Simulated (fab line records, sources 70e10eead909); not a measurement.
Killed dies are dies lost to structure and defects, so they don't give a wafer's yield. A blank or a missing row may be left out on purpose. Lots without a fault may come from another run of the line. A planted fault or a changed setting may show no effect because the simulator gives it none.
fab line records | flow nand_harc
record lots=24 wafers=72 last_day=34
route steps=1302 shown A_SOURCE_PLATE@423 A_ONON_D1@431 A_CHANNEL_HOLE_D1@469 A_CHANNEL_FILL_D1@501
lots that met no fault: from a run of the same line without faults
start_h: hours from the record's first day to the start of the lot's first wafer shown | wait_h: hours since the lot's step before | " the same as in the row above | L1.1+2: a row that stands for several wafers | - no value, or no start given | * or withheld: withheld | < > ~ a bound
route shown NAME@n: a module of which the file shows steps, and the number in the route of the first | usual: mean/standard deviation of fault-free wafers | same: alike in all rows | chamber/n: place in a boat | sites: the reading at each site | _std_site: their standard deviation | _edge_site: outer sites' mean less inner sites' | radius_mm: how far each site lies from the wafer's centre | mask NAME#n: copy n | behind: the tool/chamber that last shaped the wafer | hold: why the lot was held/for how many hours/how that ended | device: the transistor (n, p or np) that didn't switch | end of line: the same wafers' tests at the end of the route | a step without rows: its recipe alone | killed: dies lost to structure and defects at the first sort, not the wafer's yield | map: a wafer's dies, x killed, . not, _ none there
set.NAME: the setting as run; set.NAME@STEP: as run at that earlier step | model.NAME: the simulator's own value behind a step, which no gauge read
steps of the route over a sample of lots; a table a step, a row a wafer
services: from which hour (start_h, from the record's first day; less than 0 if before it) a tool's chamber was out of use, for how many hours, and why
## steps
# step NHARC_A_SOURCE_PLATE_INSPECT_08
# usual raw_defect_count=62/26
# columns lot.wafer tool chamber start_h wait_h raw_defect_count
L074.1 defect_inspect-01 - 156.77 0.0 30
L074.2 " - " " 27
L074.6 " - " " 44
L075.1 defect_inspect-01 - 175.20 0.0 64
L075.2 " - " " 132
L075.6 " - " " 102
L076.3 defect_inspect-02 - 175.20 0.0 89
L076.4 " - " " 36
L076.5 " - " " 51
L077.1 defect_inspect-01 - 191.36 0.0 37
L077.2 " - " " 57
L077.4 " - " " 25
L078.2 defect_inspect-02 - 196.78 0.0 56
L078.5 " - " " 69
L078.6 " - " " 57
L079.2 defect_inspect-02 - 209.97 0.0 50
L079.3 " - " " 48
L079.4 " - " " 66
L080.2 defect_inspect-01 - 218.79 0.0 104
L080.4 " - " " 68
L080.6 " - " " 90
L081.1 defect_inspect-01 - 230.62 0.0 73
L081.5 " - " " 32
L081.6 " - " " 40
L082.1 defect_inspect-02 - 240.31 0.0 30
L082.4 " - " " 41
L082.5 " - " " 57
L083.1 defect_inspect-01 - 245.46 0.0 40
L083.3 " - " " 33
L083.5 " - " " 55
L085.2 defect_inspect-02 - 261.71 0.0 38
L085.3 " - " " 58
L085.5 " - " " 61
L084.2 defect_inspect-01 - 261.71 0.0 77
L084.5 " - " " 48
L084.6 " - " " 54
L086.2 defect_inspect-02 - 279.32 0.0 108
L086.4 " - " " 49
L086.5 " - " " 115
L087.1 defect_inspect-02 - 288.70 0.0 65
L087.2 " - " " 94
L087.5 " - " " 52
L088.1 defect_inspect-02 - 303.71 0.1 52
L088.3 " - " " 55
L088.4 " - " " 57
L090.1 defect_inspect-01 - 327.11 0.0 24
L090.3 " - " " 94
L090.5 " - " " 103
L089.1 defect_inspect-02 - 327.13 0.0 36
L089.5 " - " " 96
L089.6 " - " " 60
L091.4 defect_inspect-01 - 333.01 0.0 73
L091.5 " - " " 45
L091.6 " - " " 95
L092.1 defect_inspect-01 - 346.87 0.0 55
L092.3 " - " " 44
L092.5 " - " " 107
L093.2 defect_inspect-02 - 346.87 0.0 71
L093.5 " - " " 45
L093.6 " - " " 28
L094.2 defect_inspect-02 - 363.00 0.0 67
L094.3 " - " " 45
L094.5 " - " " 37
L096.1 defect_inspect-02 - 378.82 0.0 42
L096.4 " - " " 52
L096.6 " - " " 107
L095.1 defect_inspect-02 - 378.82 0.0 102
L095.4 " - " " 78
L095.6 " - " " 39
L097.2 defect_inspect-02 - 387.46 0.0 74
L097.3 " - " " 114
L097.4 " - " " 91
# step NHARC_A_ONON_D1_THK_MEAS_11
# recipe thk_meas_gauge=ellipsometry
# usual thk_nm=1001/9.4
# columns lot.wafer tool chamber start_h wait_h thk_nm
L074.1 film_metro-01 - 159.04 - 997
L074.2 " - " " 996
L074.6 " - " " 997
L076.3 film_metro-02 - 177.49 - 993
L076.4 " - " " 992
L076.5 " - " " 992
L075.1 film_metro-01 - 177.50 - 1011
L075.2 " - " " 1009
L075.6 " - " " 1008
L077.1 film_metro-02 - 193.64 - 994
L077.2 " - " " 995
L077.4 " - " " 994
L078.2 film_metro-01 - 199.09 - 988
L078.5 " - " " 986
L078.6 " - " " 986
L079.2 film_metro-02 - 212.24 - 1017
L079.3 " - " " 1014
L079.4 " - " " 1016
L080.2 film_metro-02 - 221.06 - 992
L080.4 " - " " 990
L080.6 " - " " 991
L081.1 film_metro-01 - 232.91 - 1005
L081.5 " - " " 1005
L081.6 " - " " 1006
L082.1 film_metro-02 - 242.59 - 997
L082.4 " - " " 997
L082.5 " - " " 997
L083.1 film_metro-01 - 247.75 - 1017
L083.3 " - " " 1016
L083.5 " - " " 1017
L085.2 film_metro-01 - 263.99 - 1018
L085.3 " - " " 1018
L085.5 " - " " 1017
L084.2 film_metro-02 - 264.02 - 1021
L084.5 " - " " 1020
L084.6 " - " " 1022
L086.2 film_metro-01 - 281.60 - 1004
L086.4 " - " " 1004
L086.5 " - " " 1002
L087.1 film_metro-01 - 290.98 - 1000
L087.2 " - " " 1002
L087.5 " - " " 1002
L088.1 film_metro-01 - 306.01 - 988
L088.3 " - " " 991
L088.4 " - " " 988
L090.1 film_metro-01 - 329.38 - 997
L090.3 " - " " 998
L090.5 " - " " 996
L089.1 film_metro-02 - 329.40 - 995
L089.5 " - " " 992
L089.6 " - " " 992
L091.4 film_metro-02 - 335.27 - 999
L091.5 " - " " 1001
L091.6 " - " " 1000
L092.1 film_metro-02 - 349.14 - 998
L092.3 " - " " 997
L092.5 " - " " 999
L093.2 film_metro-01 - 349.14 - 991
L093.5 " - " " 990
L093.6 " - " " 991
L094.2 film_metro-02 - 365.30 - 1005
L094.3 " - " " 1001
L094.5 " - " " 1002
L096.1 film_metro-01 - 381.09 - 996
L096.4 " - " " 997
L096.6 " - " " 996
L095.1 film_metro-01 - 381.20 - 998
L095.4 " - " " 999
L095.6 " - " " 1000
L097.2 film_metro-01 - 389.79 - 1008
L097.3 " - " " 1008
L097.4 " - " " 1008
# step NHARC_A_CHANNEL_HOLE_D1_ETCH_16
# recipe target_depth_a=31000 over_etch_frac=0.3 time_s=806 ion_energy_ev=150 o2_flow_sccm=400 cos_flow_sccm=20 ar_flow_sccm=0 rf_w=500 bias_w=300 chemistry=O2/COS
# usual drypump_motor_current_A=5.7/0.31 oes_product_au=1.004/0.011 rf_vpp_V=314.3/2.1 showerhead_plenum_p_Torr=3.14/0.13 throttle_valve_pct=28.331/0.0095
# columns lot.wafer tool chamber start_h wait_h drypump_motor_current_A oes_product_au rf_hours_counter_h rf_vpp_V showerhead_plenum_p_Torr throttle_valve_pct
L074.2 rie_diel-12 1 - - 5.7 0.993 24 312.4 3.01 28.322
L074.1 " 2 " " 5.4 0.993 26 313.7 3.07 28.340
L074.6 " 1 " " 5.7 0.985 - 312.4 3.01 28.324
L076.4 rie_diel-11 2 - - 5.6 0.999 8 317.2 3.30 28.308
L076.3 " 3 " " 5.8 1.003 9 313.5 3.12 28.337
L076.5 " 2 " " 5.6 1.015 - 315.3 3.30 28.321
L075.2 rie_diel-12 2 - - 5.4 1.011 34 313.7 3.06 28.327
L075.1 " 1 " " 5.8 0.997 30 311.8 3.00 28.333
L075.6 " 3 " " 5.7 1.006 - 315.4 3.20 28.330
L077.4 rie_diel-11 2 - - 5.6 0.998 10 317.1 3.30 28.321
L077.2 " 3 " " 5.7 1.002 10 314.4 3.11 28.333
L077.1 " 0 " " 5.9 0.989 10 313.8 3.32 28.319
L078.2 rie_diel-12 0 - - 6.0 0.996 35 316.3 3.23 28.331
L078.6 " 0 " " 6.1 1.002 - 315.9 3.23 28.336
L078.5 " 1 " " 5.7 0.989 - 311.9 3.00 28.328
L079.4 rie_diel-11 2 - - 5.6 1.000 11 316.4 3.30 28.343
L079.2 " 3 " " 5.8 1.010 11 313.9 3.11 28.333
L079.3 " 0 " " 5.9 0.989 11 314.8 3.32 28.329
L080.2 rie_diel-11 2 - - 5.6 0.998 12 317.9 3.30 28.342
L080.4 " 3 " " 5.8 1.007 12 315.1 3.11 28.317
L080.6 " 3 " " 5.8 0.992 - 313.4 3.11 28.325
L081.1 rie_diel-11 2 - - 5.6 1.002 13 316.2 3.30 28.337
L081.6 " 0 " " 5.9 0.993 - 316.6 3.32 28.330
L081.5 " 1 " " 5.1 1.021 - 313.0 3.00 28.334
L082.1 rie_diel-12 1 - - 5.7 1.000 53 313.2 2.99 28.357
L082.5 " 2 " " 5.4 1.007 - 311.6 3.05 28.317
L082.4 " 3 " " 5.7 0.995 - 315.2 3.18 28.322
L083.1 rie_diel-03 1 - - 6.2 0.977 58 311.7 2.92 28.344
L083.3 " 0 " " 6.2 1.017 57 312.7 3.07 28.328
L083.5 " 3 " " 5.9 1.023 - 315.8 3.31 28.329
L084.2 rie_diel-12 2 - - 5.4 1.006 0 314.0 3.05 28.334
L084.6 " 2 " " 5.4 1.014 - 313.5 3.05 28.344
L084.5 " 3 " " 5.7 1.011 - 313.7 3.18 28.334
L085.2 rie_diel-12 3 - - 5.7 1.008 1 315.7 3.18 28.342
L085.3 " 1 " " 5.7 0.991 1 311.7 2.99 28.323
L085.5 " 3 " " 5.7 1.012 - 314.3 3.18 28.338
L086.2 rie_diel-11 0 - - 5.9 1.002 2 317.4 3.32 28.345
L086.4 " 2 " " 5.6 1.007 2 316.6 3.30 28.339
L086.5 " 3 " " 5.7 0.998 - 313.9 3.11 28.339
L087.2 rie_diel-11 0 - - 5.9 1.015 3 316.8 3.32 28.332
L087.1 " 3 " " 5.8 1.002 3 313.9 3.11 28.333
L087.5 " 1 " " 5.1 1.018 - 311.5 3.00 28.338
L088.1 rie_diel-11 3 - - 5.8 1.009 5 314.3 3.11 28.343
L088.4 " 0 " " 5.9 1.011 5 317.7 3.32 28.340
L088.3 " 1 " " 5.1 1.023 5 312.7 3.00 28.311
L090.1 rie_diel-11 1 - - 5.1 1.010 6 312.4 3.00 28.323
L090.3 " 3 " " 5.8 0.992 6 313.8 3.11 28.320
L090.5 " 1 " " 5.1 1.011 - 312.6 3.00 28.332
L089.1 rie_diel-12 2 - - 5.4 1.041 21 310.6 3.04 28.332
L089.6 " 3 " " 5.7 1.023 - 313.5 3.17 28.315
L089.5 " 0 " " 6.0 1.012 - 315.4 3.21 28.348
L091.6 rie_diel-11 0 - - 5.9 1.000 - 317.0 3.32 28.338
L091.5 " 1 " " 5.1 1.026 - 311.9 3.00 28.333
L091.4 " 3 " " 5.8 0.998 - 314.4 3.11 28.330
L092.3 rie_diel-11 2 - - 5.6 0.984 6 317.4 3.29 28.322
L092.1 " 3 " " 5.8 0.997 8 313.6 3.11 28.350
L092.5 " 0 " " 5.9 0.997 - 317.9 3.32 28.318
L093.2 rie_diel-03 2 - - 6.0 1.015 30 309.9 2.99 28.319
L093.5 " 1 " " 6.2 0.993 - 311.2 2.90 28.318
L093.6 " 2 " " 6.0 1.011 - 312.5 2.99 28.327
L094.3 rie_diel-03 1 - - 6.2 0.987 34 310.1 2.90 28.333
L094.2 " 2 " " 6.0 1.003 35 312.6 2.99 28.333
L094.5 " 0 " " 6.2 1.022 - 311.8 3.05 28.343
L096.1 rie_diel-03 3 - - 5.9 1.002 44 317.1 3.29 28.334
L096.4 " 1 " " 6.2 0.976 42 311.3 2.89 28.330
L096.6 " 2 " " 6.0 1.008 - 312.7 2.99 28.337
L095.1 rie_diel-12 2 399.40 0.1 5.4 1.019 40 314.0 3.03 28.333
L095.4 " 0 " " 6.0 1.001 - 315.7 3.20 28.342
L095.6 " 2 " " 5.4 1.020 - 314.1 3.03 28.317
L097.4 rie_diel-11 3 - - 5.8 0.999 10 315.2 3.11 28.342
L097.3 " 0 " " 5.9 0.995 11 317.9 3.32 28.317
L097.2 " 1 " " 5.1 1.025 11 311.9 3.00 28.329
# step NHARC_A_CHANNEL_HOLE_D1_ETCH_21
# recipe bias_v=3000 source_w=withheld pressure_mtorr=20 time_s=514.3 ar_flow_sccm=375 c4f8_flow_sccm=89.3 o2_flow_sccm=35.7 temp_c=-20 target_depth_a=16000 chemistry=C4F8/O2/Ar
# usual drypump_motor_current_A=5.7/0.53 showerhead_plenum_p_Torr=3.65/0.088 throttle_valve_pct=32.154/0.0085
# columns lot.wafer tool chamber start_h wait_h drypump_motor_current_A rf_hours_counter_h showerhead_plenum_p_Torr throttle_valve_pct
L074.2 har_etch-02 1 179.39 0.3 6.5 291 3.73 32.149
L074.1 " 0 " " 5.8 291 3.52 32.160
L074.6 " 0 " " 5.9 - 3.52 32.143
L076.4 har_etch-01 1 197.11 0.3 5.1 - 3.70 32.141
L076.3 " 0 " " 5.8 - 3.73 32.159
L076.5 " 0 " " 5.8 - 3.73 32.142
L075.1 har_etch-02 1 200.63 0.3 6.5 306 3.72 32.136
L075.2 " 0 " " 5.9 306 3.51 32.149
L075.6 " 0 " " 5.9 - 3.51 32.138
L077.2 har_etch-02 1 212.85 0.3 6.6 310 3.72 32.173
L077.1 " 0 " " 5.9 310 3.51 32.148
L077.4 " 0 " " 5.9 - 3.51 32.151
L078.2 har_etch-02 1 218.37 0.3 6.5 314 3.72 32.163
L078.6 " 0 " " 5.9 - 3.50 32.164
L078.5 " 1 " " 6.6 - 3.72 32.153
L079.2 har_etch-02 1 228.84 0.3 6.5 322 3.72 32.162
L079.3 " 0 " " 5.9 - 3.50 32.165
L079.4 " 1 " " 6.5 - 3.72 32.143
L080.2 har_etch-01 1 237.09 0.3 5.1 115 3.69 32.166
L080.4 " 0 " " 5.8 - 3.72 32.150
L080.6 " 1 " " 5.1 - 3.69 32.153
L081.1 har_etch-02 1 249.14 0.3 6.5 330 3.71 32.153
L081.6 " 1 " " 6.5 - 3.71 32.144
L081.5 " 0 " " 5.9 - 3.50 32.141
L082.1 har_etch-02 1 265.56 0.3 6.5 341 3.71 32.168
L082.4 " 0 " " 5.9 - 3.49 32.147
L082.5 " 0 " " 5.9 - 3.49 32.150
L083.1 har_etch-01 1 269.62 0.3 5.0 134 3.68 32.154
L083.3 " 1 " " 5.0 - 3.68 32.143
L083.5 " 1 " " 5.0 - 3.68 32.148
L084.2 har_etch-01 1 281.21 0.3 5.1 141 3.68 32.165
L084.5 " 1 " " 5.0 - 3.68 32.159
L084.6 " 0 " " 5.8 - 3.70 32.150
L085.2 har_etch-01 1 285.45 0.3 5.0 145 3.68 32.145
L085.3 " 1 " " 5.0 - 3.68 32.156
L085.5 " 1 " " 5.0 - 3.68 32.151
L086.2 har_etch-01 0 298.48 0.3 5.8 153 3.70 32.145
L086.4 " 1 " " 5.0 - 3.67 32.159
L086.5 " 0 " " 5.8 - 3.70 32.170
L087.2 har_etch-01 0 320.80 0.3 5.7 164 3.69 32.143
L087.1 " 1 " " 5.0 164 3.67 32.169
L087.5 " 1 " " 5.0 - 3.66 32.162
L088.1 har_etch-01 0 329.15 0.3 5.8 172 3.69 32.166
L088.4 " 0 " " 5.8 - 3.69 32.150
L088.3 " 1 " " 5.0 - 3.66 32.160
L090.1 har_etch-01 0 348.99 0.3 5.7 184 3.68 32.155
L090.3 " 1 " " 5.1 - 3.66 32.139
L090.5 " 1 " " 5.0 - 3.66 32.151
L089.1 har_etch-02 1 351.11 0.3 6.6 383 3.68 32.171
L089.6 " 1 " " 6.5 - 3.68 32.148
L089.5 " 0 " " 5.9 - 3.47 32.144
L091.4 har_etch-01 1 353.36 0.3 5.1 - 3.65 32.152
L091.6 " 0 " " 5.8 - 3.68 32.155
L091.5 " 1 " " 5.1 - 3.65 32.152
L092.1 har_etch-01 0 364.62 0.3 5.8 195 3.67 32.158
L092.3 " 0 " " 5.7 - 3.67 32.152
L092.5 " 1 " " 5.0 - 3.65 32.154
L093.2 har_etch-02 0 365.39 0.3 5.9 394 3.46 32.173
L093.6 " 1 " " 6.5 - 3.68 32.148
L093.5 " 0 " " 5.9 - 3.46 32.157
L094.2 har_etch-01 1 383.34 0.3 5.1 207 3.64 32.160
L094.3 " 0 " " 5.8 - 3.67 32.152
L094.5 " 0 " " 5.7 - 3.67 32.148
L096.1 har_etch-02 1 405.21 0.3 6.5 4 3.67 32.153
L096.4 " 0 " " 5.9 - 3.93 32.161
L096.6 " 1 " " 6.5 - 3.67 32.146
L095.1 har_etch-01 1 406.50 0.3 5.0 222 3.63 32.152
L095.4 " 0 " " 5.8 - 3.66 32.168
L095.6 " 1 " " 5.1 - 3.63 32.146
L097.2 har_etch-01 0 410.67 0.3 5.8 226 3.66 32.151
L097.4 " 1 " " 5.0 - 3.63 32.150
L097.3 " 0 " " 5.7 - 3.66 32.147
# step NHARC_A_CHANNEL_HOLE_D1_STRIP_27
# recipe o2_flow_sccm=500 ar_flow_sccm=0 bias_w=0 chemistry=O2
# usual drypump_motor_current_A=5.7/0.33 oes_product_au=1.002/0.011 rf_vpp_V=57.8/0.88 showerhead_plenum_p_Torr=3.57/0.16 throttle_valve_pct=17.037/0.0092
# columns lot.wafer tool chamber start_h wait_h drypump_motor_current_A oes_product_au rf_hours_counter_h rf_vpp_V showerhead_plenum_p_Torr throttle_valve_pct
L074.2 rie_diel-11 1 - - 5.1 1.020 7 56.0 3.40 17.021
L074.1 " 2 " " 5.6 1.004 8 58.2 3.73 17.036
L074.6 " 1 " " 5.1 1.019 - 57.4 3.40 17.030
L076.3 rie_diel-03 3 - - 5.9 1.017 31 57.7 3.76 17.045
L076.4 " 0 " " 6.1 1.014 34 56.9 3.48 17.036
L076.5 " 2 " " 6.0 1.021 - 57.8 3.41 17.038
L075.2 rie_diel-11 1 - - 5.1 1.005 9 56.6 3.40 17.032
L075.1 " 0 " " 5.9 0.989 9 57.9 3.75 17.039
L075.6 " 2 " " 5.6 1.007 - 58.4 3.73 17.027
L077.2 rie_diel-11 0 - - 5.9 0.988 10 57.7 3.75 17.032
L077.4 " 2 " " 5.6 1.002 10 58.7 3.73 17.038
L077.1 " 3 " " 5.8 0.991 11 58.7 3.52 17.035
L078.2 rie_diel-11 1 - - 5.1 0.993 10 58.7 3.40 17.038
L078.6 " 2 " " 5.6 0.987 - 58.2 3.73 17.041
L078.5 " 3 " " 5.8 0.993 - 57.6 3.52 17.043
L079.3 rie_diel-11 3 - - 5.8 0.991 12 58.2 3.52 17.035
L079.4 " 0 " " 5.9 0.985 11 58.7 3.75 17.031
L079.2 " 1 " " 5.1 1.009 11 59.1 3.40 17.028
L080.4 rie_diel-11 2 - - 5.6 1.001 13 58.4 3.72 17.054
L080.2 " 3 " " 5.8 1.005 13 57.3 3.52 17.047
L080.6 " 2 " " 5.6 0.993 - 58.0 3.72 17.026
L081.1 rie_diel-11 2 - - 5.6 0.998 14 59.9 3.72 17.016
L081.5 " 2 " " 5.6 1.006 - 56.3 3.72 17.041
L081.6 " 3 " " 5.8 1.003 - 57.7 3.52 17.037
L082.4 rie_diel-11 3 - - 5.7 0.991 0 57.0 3.52 17.034
L082.1 " 0 " " 5.9 1.015 0 57.8 3.75 17.037
L082.5 " 0 " " 5.9 1.005 - 58.4 3.75 17.023
L083.1 rie_diel-11 2 - - 5.6 0.999 0 57.9 3.72 17.042
L083.3 " 3 " " 5.8 0.997 0 56.8 3.52 17.049
L083.5 " 0 " " 5.9 1.007 - 58.9 3.75 17.034
L084.2 rie_diel-11 0 - - 5.9 0.999 1 59.7 3.75 17.043
L084.6 " 0 " " 5.9 0.995 - 58.8 3.75 17.034
L084.5 " 1 " " 5.1 1.015 - 56.8 3.39 17.036
L085.2 rie_diel-11 2 - - 5.6 1.001 1 58.0 3.72 17.036
L085.3 " 1 " " 5.1 1.020 1 57.6 3.39 17.055
L085.5 " 2 " " 5.6 1.016 - 59.3 3.72 17.035
L086.4 rie_diel-11 2 - - 5.6 0.987 2 59.0 3.72 17.025
L086.2 " 3 " " 5.7 0.998 3 57.9 3.52 17.043
L086.5 " 3 " " 5.8 0.985 - 59.4 3.52 17.047
L087.2 rie_diel-11 1 - - 5.1 1.012 4 58.0 3.39 17.036
L087.1 " 2 " " 5.6 0.980 4 58.1 3.72 17.041
L087.5 " 3 " " 5.8 0.979 - 59.0 3.52 17.040
L088.1 rie_diel-11 1 - - 5.1 1.011 5 57.8 3.39 17.031
L088.3 " 2 " " 5.6 0.996 5 58.0 3.72 17.041
L088.4 " 3 " " 5.8 1.002 5 57.8 3.51 17.023
L090.1 rie_diel-11 3 - - 5.8 0.992 7 57.5 3.51 17.040
L090.3 " 0 " " 5.9 0.999 8 57.6 3.75 17.050
L090.5 " 0 " " 5.9 1.000 - 59.4 3.75 17.040
L089.1 rie_diel-11 1 - - 5.1 1.016 7 56.6 3.39 17.041
L089.5 " 1 " " 5.1 1.010 - 57.9 3.39 17.029
L089.6 " 0 " " 5.9 0.993 - 57.0 3.75 17.033
L091.4 rie_diel-11 3 - - 5.8 0.997 8 57.9 3.51 17.045
L091.6 " 0 " " 5.9 0.983 - 59.1 3.75 17.026
L091.5 " 1 " " 5.1 1.003 - 57.2 3.39 17.032
L092.1 rie_diel-11 0 - - 5.9 0.995 9 56.4 3.75 17.027
L092.3 " 1 " " 5.1 1.005 9 56.1 3.39 17.030
L092.5 " 0 " " 5.9 1.001 - 58.9 3.75 17.011
L093.2 rie_diel-03 2 - - 6.0 1.012 33 57.0 3.38 17.041
L093.6 " 1 " " 6.2 0.989 - 57.7 3.28 17.046
L093.5 " 2 " " 6.0 1.013 - 57.5 3.38 17.026
L094.3 rie_diel-03 2 - - 6.0 1.012 37 58.7 3.38 17.049
L094.2 " 1 " " 6.2 0.985 37 57.9 3.28 17.022
L094.5 " 2 " " 6.0 1.013 - 57.5 3.38 17.049
L096.1 rie_diel-11 0 - - 5.9 1.011 11 58.4 3.74 17.047
L096.4 " 1 " " 5.1 1.010 11 58.1 3.39 17.051
L096.6 " 1 " " 5.1 1.010 - 56.2 3.39 17.033
L095.1 rie_diel-03 3 - - 5.9 1.012 52 58.5 3.71 17.036
L095.4 " 0 " " 6.2 1.012 48 57.6 3.44 17.047
L095.6 " 0 " " 6.2 1.016 - 57.2 3.44 17.036
L097.4 rie_diel-11 0 - - 5.9 0.999 12 58.3 3.74 17.040
L097.3 " 1 " " 5.1 1.019 11 55.8 3.39 17.032
L097.2 " 2 " " 5.6 0.994 9 57.4 3.72 17.037
# step NHARC_A_CHANNEL_FILL_D1_STRIP_28
# recipe time_s=20 o2_flow_sccm=500 ar_flow_sccm=0 bias_w=0 chemistry=O2
# usual drypump_motor_current_A=5.6/0.41 oes_product_au=1.004/0.013 rf_vpp_V=57.9/0.9 showerhead_plenum_p_Torr=3.60/0.14 throttle_valve_pct=17.036/0.0084
# columns lot.wafer tool chamber start_h wait_h drypump_motor_current_A oes_product_au rf_hours_counter_h rf_vpp_V showerhead_plenum_p_Torr throttle_valve_pct
L074.1 rie_diel-07 1 206.82 0.1 6.0 0.989 5 58.0 3.59 17.043
L074.2 " 2 " " 5.5 1.005 5 58.0 3.61 17.054
L074.6 " 1 " " 5.9 1.000 - 58.6 3.59 17.039
L076.4 rie_diel-07 0 229.07 0.1 6.5 0.993 7 59.2 3.76 17.028
L076.3 " 3 " " 5.7 0.988 7 59.8 3.77 17.057
L076.5 " 0 " " 6.5 1.003 - 58.2 3.76 17.049
L075.2 rie_diel-05 3 229.09 0.1 5.7 1.033 8 57.6 3.69 17.019
L075.1 " 2 " " 5.2 1.006 8 58.8 3.69 17.032
L075.6 " 2 " " 5.2 1.002 - 58.0 3.69 17.032
L077.1 rie_diel-10 2 242.41 0.1 4.9 0.991 10 57.1 3.36 17.032
L077.4 " 3 " " 5.8 1.002 9 57.9 3.51 17.040
L077.2 " 0 " " 5.6 1.011 9 58.7 3.71 17.028
L078.2 rie_diel-05 0 248.24 0.1 5.9 1.021 1 58.2 3.72 17.033
L078.5 " 3 " " 5.7 1.011 - 57.9 3.69 17.046
L078.6 " 0 " " 5.9 1.010 - 57.7 3.72 17.036
L079.4 rie_diel-10 2 258.64 0.1 4.8 0.994 0 56.9 3.36 17.027
L079.2 " 3 " " 5.8 0.992 0 58.0 3.51 17.047
L079.3 " 1 " " 5.7 1.035 0 56.5 3.29 17.027
L080.4 rie_diel-07 1 267.52 0.1 6.0 1.003 9 57.6 3.58 17.048
L080.2 " 3 " " 5.7 0.986 10 58.5 3.76 17.032
L080.6 " 1 " " 5.9 1.010 - 58.0 3.58 17.045
L081.1 rie_diel-05 3 278.92 0.1 5.7 1.003 3 58.3 3.68 17.034
L081.5 " 1 " " 5.2 0.988 - 58.6 3.52 17.037
L081.6 " 2 " " 5.2 0.995 - 58.8 3.68 17.037
L082.4 rie_diel-10 3 299.09 0.1 5.8 0.980 1 56.5 3.51 17.042
L082.1 " 1 " " 5.7 1.008 1 56.9 3.29 17.038
L082.5 " 3 " " 5.8 0.982 - 56.2 3.51 17.041
L083.1 rie_diel-05 2 299.09 0.1 5.2 1.002 3 57.7 3.68 17.039
L083.3 " 0 " " 5.9 1.009 4 57.7 3.72 17.039
L083.5 " 2 " " 5.3 0.998 - 58.3 3.68 17.037
L084.2 rie_diel-07 2 311.84 0.1 5.5 1.011 0 58.8 3.61 17.036
L084.5 " 1 " " 6.0 1.009 - 59.1 3.58 17.036
L084.6 " 2 " " 5.5 0.997 - 58.2 3.61 17.043
L085.3 rie_diel-10 0 315.09 0.1 5.6 1.027 1 59.1 3.71 17.043
L085.2 " 1 " " 5.7 1.028 1 55.4 3.29 17.028
L085.5 " 0 " " 5.6 1.030 - 57.2 3.71 17.025
L086.4 rie_diel-07 3 328.11 0.1 5.7 0.993 2 58.4 3.76 17.029
L086.2 " 0 " " 6.6 1.004 2 58.1 3.75 17.017
L086.5 " 3 " " 5.7 0.985 - 58.5 3.76 17.039
L087.2 rie_diel-07 0 350.36 0.1 6.5 1.016 3 57.9 3.75 17.044
L087.1 " 1 " " 6.0 1.018 3 58.9 3.58 17.040
L087.5 " 3 " " 5.7 0.997 - 57.5 3.76 17.024
L088.4 rie_diel-05 3 359.86 0.1 5.7 1.010 6 57.8 3.68 17.034
L088.3 " 1 " " 5.2 0.995 7 57.2 3.52 17.050
L088.1 " 2 " " 5.2 1.008 7 59.9 3.68 17.032
L090.3 rie_diel-05 2 379.73 0.1 5.2 1.009 8 57.4 3.68 17.037
L090.1 " 3 " " 5.7 1.013 6 57.6 3.68 17.032
L090.5 " 1 " " 5.3 0.987 - 55.5 3.51 17.044
L089.1 rie_diel-10 1 379.75 0.1 5.7 1.022 4 58.1 3.29 17.034
L089.5 " 0 " " 5.6 1.021 - 58.5 3.71 17.027
L089.6 " 1 " " 5.7 1.017 - 56.6 3.29 17.042
L091.4 rie_diel-07 2 383.30 0.1 5.4 1.004 4 59.4 3.61 17.037
L091.6 " 2 " " 5.5 1.009 - 58.3 3.61 17.026
L091.5 " 3 " " 5.7 0.991 - 57.4 3.76 17.043
L093.2 rie_diel-10 0 395.52 0.1 5.6 1.010 5 58.7 3.71 17.020
L093.6 " 3 " " 5.8 0.986 - 57.4 3.51 17.047
L093.5 " 2 " " 4.9 0.987 - 57.6 3.36 17.044
L092.3 rie_diel-05 1 395.52 0.1 5.2 1.001 8 56.3 3.51 17.034
L092.1 " 3 " " 5.7 1.019 7 56.7 3.68 17.030
L092.5 " 1 " " 5.2 1.003 - 58.0 3.51 17.044
L094.3 rie_diel-07 2 413.57 0.1 5.4 1.005 6 56.9 3.61 17.028
L094.2 " 1 " " 6.0 1.006 6 57.0 3.58 17.035
L094.5 " 2 " " 5.5 1.014 - 58.1 3.61 17.032
L095.1 rie_diel-10 3 434.88 0.1 5.8 1.034 0 56.7 3.51 17.042
L095.4 " 0 " " 5.6 1.006 0 58.3 3.71 17.024
L095.6 " 2 " " 4.9 1.002 - 56.4 3.36 17.022
L096.1 rie_diel-07 2 434.92 0.1 5.5 1.008 7 56.3 3.61 17.041
L096.4 " 3 " " 5.7 0.989 7 58.0 3.76 17.042
L096.6 " 2 " " 5.5 0.995 - 58.7 3.61 17.041
L097.3 rie_diel-10 2 440.35 0.1 4.9 1.000 1 57.7 3.36 17.032
L097.2 " 3 " " 5.8 1.022 0 58.1 3.51 17.036
L097.4 " 0 " " 5.6 1.000 0 59.1 3.71 17.035
## services
# columns tool chamber start_h hours kind
rie_diel-07 2 174.35 6.9 repair
rie_diel-07 3 203.71 3.7 repair
rie_diel-10 - 242.50 9.0 pm
rie_diel-03 2 243.85 21.1 repair
rie_diel-07 - 251.01 0.8 repair
rie_diel-11 - 255.50 9.0 pm
rie_diel-12 0 258.42 11.3 repair
rie_diel-12 - 269.75 9.0 pm
rie_diel-03 - 282.50 9.0 pm
rie_diel-07 0 289.35 29.0 repair
rie_diel-07 - 294.39 9.0 pm
rie_diel-10 1 310.12 2.7 repair
har_etch-02 - 313.71 12.6 repair
rie_diel-11 2 345.73 11.0 repair
rie_diel-07 2 354.30 5.6 repair
rie_diel-07 3 371.85 10.6 repair
har_etch-02 - 383.53 17.0 pm
rie_diel-11 - 387.01 0.5 repair
rie_diel-07 1 387.89 7.5 repair
rie_diel-10 1 388.57 9.0 repair
rie_diel-12 3 391.16 15.7 repair
rie_diel-12 1 393.31 17.1 repair
rie_diel-03 0 407.54 3.3 repair
rie_diel-11 - 432.50 9.0 pm
## key
fault none
